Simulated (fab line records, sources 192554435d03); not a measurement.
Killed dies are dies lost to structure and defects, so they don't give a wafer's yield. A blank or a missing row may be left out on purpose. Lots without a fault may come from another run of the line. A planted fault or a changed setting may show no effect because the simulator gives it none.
fab line records | flow n5_finfet
record lots=13 wafers=35 last_day=17
route steps=1938 shown BEOL_M15@1774 PASSIVATION@1936
lots that met no fault: from a run of the same line without faults
start_h: hours from the record's first day to the start of the lot's first wafer shown | wait_h: hours since the lot's step before | " the same as in the row above | L1.1+2: a row that stands for several wafers | - no value, or no start given | * or withheld: withheld | < > ~ a bound
route shown NAME@n: a module of which the file shows steps, and the number in the route of the first | usual: mean/standard deviation of fault-free wafers | same: alike in all rows | chamber/n: place in a boat | sites: the reading at each site | _std_site: their standard deviation | _edge_site: outer sites' mean less inner sites' | radius_mm: how far each site lies from the wafer's centre | mask NAME#n: copy n | behind: the tool/chamber that last shaped the wafer | hold: why the lot was held/for how many hours/how that ended | device: the transistor (n, p or np) that didn't switch | end of line: the same wafers' tests at the end of the route | a step without rows: its recipe alone | killed: dies lost to structure and defects at the first sort, not the wafer's yield | map: a wafer's dies, x killed, . not, _ none there
set.NAME: the setting as run; set.NAME@STEP: as run at that earlier step | model.NAME: the simulator's own value behind a step, which no gauge read
steps of the route over a sample of lots; a table a step, a row a wafer
services: from which hour (start_h, from the record's first day; less than 0 if before it) a tool's chamber was out of use, for how many hours, and why
## steps
# step N5_BEOL_M15_THK_MEAS_01
# recipe reads=SiO2_of_BEOL_M15_ILD_DEP_00
# usual M15_ILD_THK=1631/22
# columns lot.wafer tool chamber start_h wait_h M15_ILD_THK[nm]
L164.1 film_metro-01 - 253.65 0.1 1620
L164.4 " - " " 1666
L164.6 " - " " 1643
L163.1 film_metro-01 - 264.47 0.1 1621
L163.4 " - " " 1618
L165.2 film_metro-01 - 268.61 0.1 1615
L165.4 " - " " 1654
L165.6 " - " " 1646
L166.1 film_metro-02 - 277.98 0.1 1634
L166.3 " - " " 1605
L166.4 " - " " 1613
L167.2 film_metro-01 - 300.55 0.1 1657
L167.3 " - " " 1655
L167.6 " - " " 1655
L169.4 film_metro-01 - 304.37 0.0 1654
L169.5 " - " " 1631
L170.1 film_metro-02 - 306.86 0.1 1642
L170.5 " - " " 1674
L171.4 film_metro-01 - 312.14 0.0 1670
L171.6 " - " " 1658
L168.1 film_metro-01 - 313.10 0.1 1597
L168.3 " - " " 1622
L168.6 " - " " 1642
L172.1 film_metro-01 - 324.45 0.1 1632
L172.3 " - " " 1596
L172.4 " - " " 1660
L180.1 film_metro-02 - 362.32 0.1 1640
L180.3 " - " " 1605
L180.4 " - " " 1607
L181.2 film_metro-01 - 372.37 0.1 1626
L181.4 " - " " 1613
L181.5 " - " " 1648
L182.2 film_metro-01 - 383.73 0.1 1596
L182.4 " - " " 1650
L182.6 " - " " 1628
# step N5_BEOL_M15_CD_MEAS_17
# recipe target_cd_nm=360 polarity=opening
# usual cd_nm=361.4/2.9
# columns lot.wafer tool chamber start_h wait_h cd_nm
L164.1 cd_sem-02 - 254.66 0.0 360.8
L164.4 " - " " 363.0
L164.6 " - " " 360.5
L163.1 cd_sem-02 - 265.62 0.0 360.2
L163.4 " - " " 360.6
L165.2 cd_sem-02 - 269.65 0.0 355.0
L165.4 " - " " 356.9
L165.6 " - " " 358.5
L166.1 cd_sem-03 - 278.99 0.0 355.3
L166.3 " - " " 358.3
L166.4 " - " " 355.9
L167.2 cd_sem-03 - 301.57 0.0 357.6
L167.3 " - " " 360.6
L167.6 " - " " 364.4
L169.4 cd_sem-01 - 305.39 0.0 363.5
L169.5 " - " " 363.6
L170.1 cd_sem-01 - 307.87 0.0 367.4
L170.5 " - " " 364.6
L171.4 cd_sem-02 - 313.15 0.0 356.9
L171.6 " - " " 365.8
L168.1 cd_sem-02 - 314.11 0.0 365.0
L168.3 " - " " 366.5
L168.6 " - " " 364.2
L172.1 cd_sem-02 - 325.46 0.0 360.0
L172.3 " - " " 363.4
L172.4 " - " " 362.5
L180.1 cd_sem-03 - 363.41 0.0 363.8
L180.3 " - " " 363.0
L180.4 " - " " 364.9
L181.2 cd_sem-01 - 373.39 0.0 356.6
L181.4 " - " " 360.3
L181.5 " - " " 357.2
L182.2 cd_sem-02 - 385.22 0.0 362.4
L182.4 " - " " 363.1
L182.6 " - " " 363.8
# step N5_BEOL_M15_ETCH_57
# recipe chemistry=N2/H2 target=SOC source_w=3000 bias_w=350 time_s=750 ion_energy_ev=200 pressure_mtorr=30 n2_flow_sccm=200 h2_flow_sccm=200
# usual drypump_motor_current_A=5.4/0.45 oes_product_au=0.80/0.073 rf_vpp_V=523.4/2.3 showerhead_plenum_p_Torr=2.52/0.073 throttle_valve_pct=17.8/0.3
# columns lot.wafer tool chamber start_h wait_h drypump_motor_current_A oes_product_au rf_hours_counter_h rf_vpp_V showerhead_plenum_p_Torr throttle_valve_pct
L164.1 rie_diel-06 2 254.76 - 5.6 0.75 148 520.8 2.44 18.1
L164.4 " 0 " " 5.0 0.68 248 520.9 2.52 18.4
L164.6 " 3 " " 4.8 0.84 - 521.4 2.49 17.6
L163.1 rie_diel-05 2 265.72 - 5.9 0.80 86 525.7 2.56 17.7
L163.4 " 1 " " 5.8 0.79 117 525.0 2.55 17.7
L165.2 rie_diel-06 2 269.92 - 5.6 0.75 154 519.5 2.44 18.1
L165.4 " 3 " " 4.8 0.83 - 522.1 2.49 17.6
L165.6 " 1 " " 6.3 0.84 - 526.0 2.68 17.5
L166.1 rie_diel-06 2 279.09 - 5.6 0.75 157 520.3 2.44 18.1
L166.3 " 1 " " 6.3 0.84 60 526.0 2.68 17.5
L166.4 " 1 " " 6.3 0.83 - 529.0 2.68 17.5
L167.2 rie_diel-06 3 301.67 - 4.8 0.83 72 521.9 2.49 17.6
L167.3 " 1 " " 6.3 0.83 66 528.4 2.67 17.6
L167.6 " 1 " " 6.3 0.82 - 526.1 2.67 17.6
L169.4 rie_diel-05 0 305.72 - 5.2 0.73 - 520.7 2.44 18.1
L169.5 " 2 " " 5.8 0.80 - 525.2 2.56 17.6
L170.1 rie_diel-05 0 307.97 - 5.2 0.74 160 520.9 2.44 18.1
L170.5 " 0 " " 5.2 0.74 - 522.5 2.44 18.1
L171.4 rie_diel-04 0 313.29 - 5.6 0.86 51 521.5 2.49 17.9
L171.6 " 2 " " 5.2 0.84 - 525.6 2.58 17.9
L168.1 rie_diel-04 1 314.23 - 5.4 0.70 225 523.0 2.50 18.1
L168.3 " 3 " " 4.8 0.90 41 521.5 2.46 17.2
L168.6 " 2 " " 5.2 0.83 - 524.9 2.58 17.9
L172.1 rie_diel-04 0 325.89 - 5.6 0.86 57 520.7 2.48 17.9
L172.3 " 2 " " 5.2 0.83 77 524.4 2.58 17.9
L172.4 " 3 " " 4.8 0.90 45 523.4 2.46 17.2
L180.1 rie_diel-04 3 363.51 - 4.8 0.87 58 522.5 2.46 17.3
L180.3 " 2 " " 5.2 0.82 91 525.0 2.57 17.9
L180.4 " 3 " " 4.8 0.87 - 519.8 2.46 17.3
L181.2 rie_diel-06 3 373.69 - 4.8 0.81 92 523.1 2.48 17.7
L181.4 " 3 " " 4.8 0.81 - 521.7 2.48 17.6
L181.5 " 2 " " 5.6 0.72 - 519.6 2.43 18.2
L182.2 rie_diel-06 1 385.52 - 6.3 0.80 89 527.4 2.66 17.6
L182.4 " 0 " " 5.0 0.90 27 523.7 2.51 18.1
L182.6 " 1 " " 6.3 0.81 - 528.1 2.66 17.6
# step N5_BEOL_M15_COAT_22
# recipe spin_rpm=1704 resist_thk_nm=800
# usual spin_speed_rpm=1704.0/1.1
# columns lot.wafer tool chamber start_h wait_h spin_speed_rpm
L164.1 litho_track-02 0 255.27 - 1705.4
L164.4 " 0 " " 1704.2
L164.6 " 0 " " 1703.8
L163.1 litho_track-04 0 266.22 - 1703.3
L163.4 " 0 " " 1704.6
L165.2 litho_track-02 0 270.44 - 1704.6
L165.4 " 0 " " 1706.4
L165.6 " 0 " " 1705.0
L166.1 litho_track-03 0 279.60 - 1702.8
L166.3 " 0 " " 1702.9
L166.4 " 0 " " 1701.8
L167.2 litho_track-03 0 302.17 - 1703.9
L167.3 " 0 " " 1707.3
L167.6 " 0 " " 1704.2
L169.4 litho_track-02 0 305.99 - 1704.3
L169.5 " 0 " " 1704.2
L170.1 litho_track-04 0 308.72 - 1703.1
L170.5 " 0 " " 1704.3
L171.4 litho_track-02 0 313.79 - 1704.1
L171.6 " 0 " " 1704.2
L168.1 litho_track-02 0 314.73 - 1705.5
L168.3 " 0 " " 1705.1
L168.6 " 0 " " 1704.0
L172.1 litho_track-04 0 326.39 - 1703.1
L172.3 " 0 " " 1705.8
L172.4 " 0 " " 1706.9
L180.1 litho_track-02 0 364.01 - 1492.8
L180.3 " 0 " " 1493.5
L180.4 " 0 " " 1493.7
L181.2 litho_track-02 0 374.19 - 1494.7
L181.4 " 0 " " 1495.3
L181.5 " 0 " " 1493.5
L182.2 litho_track-02 0 386.02 - 1493.0
L182.4 " 0 " " 1493.3
L182.6 " 0 " " 1493.0
# step N5_PASSIVATION_PROBE_49
# usual defect_limited_yield=91.5/1.5 killed_at_M0_to_M3=33/9.9 killed_at_M4_up=14/5.2 killed_at_contacts=11/5.2 killed_at_front_end=38/10 killed_at_other=4/3.5 killed_dies=100/18 killed_open=66/14 killed_short=32/6.9 sort_bin_5_function=5.0/1 sort_bin_6_memory=3.1/0.69 sort_n_pass=1080/18 sort_yield_pct=91.5/1.5
# same gross_dies=1180 killed_at_back_side=0 sort_bin_4_leakage[%]=0 sort_bin_8_speed[%]=0
# columns lot.wafer tool chamber start_h wait_h defect_limited_yield[%] killed_at_M0_to_M3 killed_at_M4_up killed_at_contacts killed_at_front_end killed_at_other killed_dies killed_open killed_short sort_bin_5_function[%] sort_bin_6_memory[%] sort_n_pass sort_yield_pct[%]
L163.1 prober-02 - 287.44 0.0 89.7 48 19 9 30 15 121 84 36 6.1 4.1 1059 89.7
L163.4 prober-02 - 287.59 0.2 91.0 32 19 10 38 7 106 71 35 4.8 4.0 1074 91.0
L165.2 prober-01 - 292.70 0.1 93.4 35 8 13 18 4 78 51 26 4.2 2.2 1102 93.4
L165.4 prober-01 - 292.80 0.2 93.5 19 15 11 28 4 77 54 22 3.9 2.5 1103 93.5
L165.6 prober-01 - 292.90 0.3 89.7 38 5 17 59 2 121 73 47 5.9 3.8 1059 89.7
L170.1 prober-02 - 327.71 0.0 91.7 39 22 8 21 8 98 64 34 4.4 3.6 1082 91.7
L170.5 prober-02 - 327.91 0.2 90.9 36 15 26 26 4 107 67 40 5.3 3.1 1073 90.9
L171.4 prober-02 - 332.19 0.2 92.4 33 8 12 35 2 90 60 29 4.7 3.0 1090 92.4
L171.6 prober-02 - 332.29 0.3 94.9 16 5 13 24 2 60 43 16 3.5 1.6 1120 94.9
L172.1 prober-01 - 347.04 0.0 89.7 29 12 25 53 2 121 85 35 6.1 3.7 1059 89.7
L172.3 prober-01 - 347.14 0.1 90.0 37 11 20 48 2 118 75 43 6.1 3.5 1062 90.0
L172.4 prober-01 - 347.19 0.2 88.3 38 17 16 66 1 138 82 48 6.4 4.0 1042 88.3
# killed by level:class
L163.1 BEOL_M0_SAQP:geometric_particle:open=11 STI_FIN_REVEAL:geometric_particle:open=10 BEOL_M2:geometric_particle:open=10 FIN_SAQP:geometric_particle:open=9 BEOL_M4:geometric_particle:open=9 MOL_CONTACT_COAG:geometric_particle:open=8 BEOL_M0_SAQP:geometric_particle:short=6 BEOL_M1:geometric_particle:open=6
L163.4 FIN_SAQP:geometric_particle:short=11 FIN_SAQP:geometric_particle:open=8 MOL_CONTACT_COAG:geometric_particle:open=8 BEOL_M0_SAQP:geometric_particle:open=6 STI_FIN_REVEAL:geometric_particle:open=6 BEOL_M0_SAQP:geometric_particle:short=6 BEOL_M4:geometric_particle:open=6 BEOL_M5:geometric_particle:open=5
L165.2 MOL_CONTACT_COAG:geometric_particle:open=11 BEOL_M2:geometric_particle:open=10 BEOL_M0_SAQP:geometric_particle:open=8 BEOL_M0_SAQP:geometric_particle:short=7 STI_FIN_REVEAL:geometric_particle:open=5 BEOL_M4:geometric_particle:open=4 BEOL_M2:geometric_particle:short=3 FIN_SAQP:geometric_particle:short=3
L165.4 MOL_CONTACT_COAG:geometric_particle:open=8 BEOL_M0_SAQP:geometric_particle:open=6 FIN_SAQP:geometric_particle:short=4 FIN_SAQP:geometric_particle:open=4 STI_FIN_REVEAL:geometric_particle:open=4 GATE_CUT:geometric_particle:open=4 BEOL_M2:geometric_particle:open=4 BEOL_M7:geometric_particle:open=4
L165.6 STI_FIN_REVEAL:geometric_particle:open=19 MOL_CONTACT_COAG:geometric_particle:open=16 BEOL_M0_SAQP:geometric_particle:short=16 BEOL_M0_SAQP:geometric_particle:open=12 FIN_SAQP:geometric_particle:short=10 FIN_SAQP:geometric_particle:open=8 GATE_CUT:geometric_particle:short=6 GATE_CUT:geometric_particle:open=4
L170.1 BEOL_M4:geometric_particle:open=12 BEOL_M0_SAQP:geometric_particle:short=8 BEOL_M0_SAQP:geometric_particle:open=7 BEOL_M1:geometric_particle:open=6 MOL_CONTACT_COAG:geometric_particle:open=6 BEOL_M3:geometric_particle:open=5 STARTING-WAFER:geometric_particle:open=5 GATE_CUT:geometric_particle:short=4
L170.5 MOL_CONTACT_COAG:geometric_particle:open=19 BEOL_M0_SAQP:geometric_particle:short=10 BEOL_M0_SAQP:geometric_particle:open=9 BEOL_M4:geometric_particle:open=9 MOL_CONTACT_COAG:geometric_particle:short=7 GATE_CUT:geometric_particle:short=6 BEOL_M2:geometric_particle:open=6 BEOL_M2:geometric_particle:short=4
L171.4 STI_FIN_REVEAL:geometric_particle:open=13 BEOL_M0_SAQP:geometric_particle:short=12 MOL_CONTACT_COAG:geometric_particle:open=11 BEOL_M0_SAQP:geometric_particle:open=9 FIN_SAQP:geometric_particle:short=7 DUMMY_GATE:geometric_particle:open=5 BEOL_M4:geometric_particle:open=4 FIN_SAQP:geometric_particle:open=3
L171.6 MOL_CONTACT_COAG:geometric_particle:open=12 FIN_SAQP:geometric_particle:open=7 BEOL_M0_SAQP:geometric_particle:open=7 FIN_SAQP:geometric_particle:short=4 STARTING-WAFER:geometric_particle:open=4 BEOL_M0_SAQP:geometric_particle:short=3 BEOL_M2:geometric_particle:open=3 DUMMY_GATE:geometric_particle:open=2
L172.1 MOL_CONTACT_COAG:geometric_particle:open=21 STI_FIN_REVEAL:geometric_particle:open=14 BEOL_M3:geometric_particle:open=8 GATE_CUT:geometric_particle:open=6 BEOL_M0_SAQP:geometric_particle:open=6 FIN_SAQP:geometric_particle:open=5 FIN_SAQP:geometric_particle:short=5 DUMMY_GATE:geometric_particle:open=5
L172.3 STI_FIN_REVEAL:geometric_particle:open=18 MOL_CONTACT_COAG:geometric_particle:open=14 BEOL_M0_SAQP:geometric_particle:short=11 BEOL_M1:geometric_particle:open=11 BEOL_M0_SAQP:geometric_particle:open=10 STI_FIN_REVEAL:geometric_particle:short=7 MOL_CONTACT_COAG:geometric_particle:short=6 FIN_SAQP:geometric_particle:short=5
L172.4 FIN_SAQP:geometric_particle:open=18 FIN_SAQP:geometric_particle:short=16 MOL_CONTACT_COAG:geometric_particle:open=13 BEOL_M3:geometric_particle:open=13 STI_FIN_REVEAL:geometric_particle:open=8 GATE_CUT:geometric_particle:short=6 BEOL_M2:geometric_particle:open=6 BEOL_M3:geometric_particle:short=6
## services
# columns tool chamber start_h hours kind
rie_diel-06 0 261.52 - clean
rie_diel-06 0 261.52 - consumable_replace:focus_ring
rie_diel-06 0 261.52 27.6 scheduled_down
rie_diel-06 0 261.52 27.6 vent_cycle
rie_diel-05 2 268.41 8.9 repair
rie_diel-04 0 281.69 8.8 repair
rie_diel-05 3 295.09 - clean
rie_diel-05 3 295.09 - consumable_replace:focus_ring
rie_diel-05 3 295.09 17.3 scheduled_down
rie_diel-05 3 295.09 17.3 vent_cycle
rie_diel-06 3 296.55 2.8 repair
rie_diel-05 1 307.24 4.8 repair
rie_diel-06 1 338.64 6.6 repair
litho_track-04 - 349.46 - consumable_replace:filter
rie_diel-04 0 351.31 15.8 repair
litho_track-02 - 356.71 - consumable_replace:filter
rie_diel-06 0 367.43 7.2 repair
rie_diel-06 3 369.77 1.9 repair
## key
first_sign step=N5_BEOL_M15_COAT_22 reading=spin_speed_rpm direction=down sigmas=99+ usual=* struck=*
effect none on later readings
met_at N5_BEOL_M15_COAT_22
struck_lots L180,L181,L182
not_acting_at N5_BEOL_M15_THK_MEAS_01,N5_BEOL_M15_CD_MEAS_17,N5_BEOL_M15_ETCH_57
onset_between 314.73 364.01
fault kind=process_parameter_drift tool=litho_track-02 chamber=- onset_h=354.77 steps=N5_BEOL_M15_COAT_22 channel=spin_rpm offset=* shape=step end_h=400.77 acts_in=* stated=*
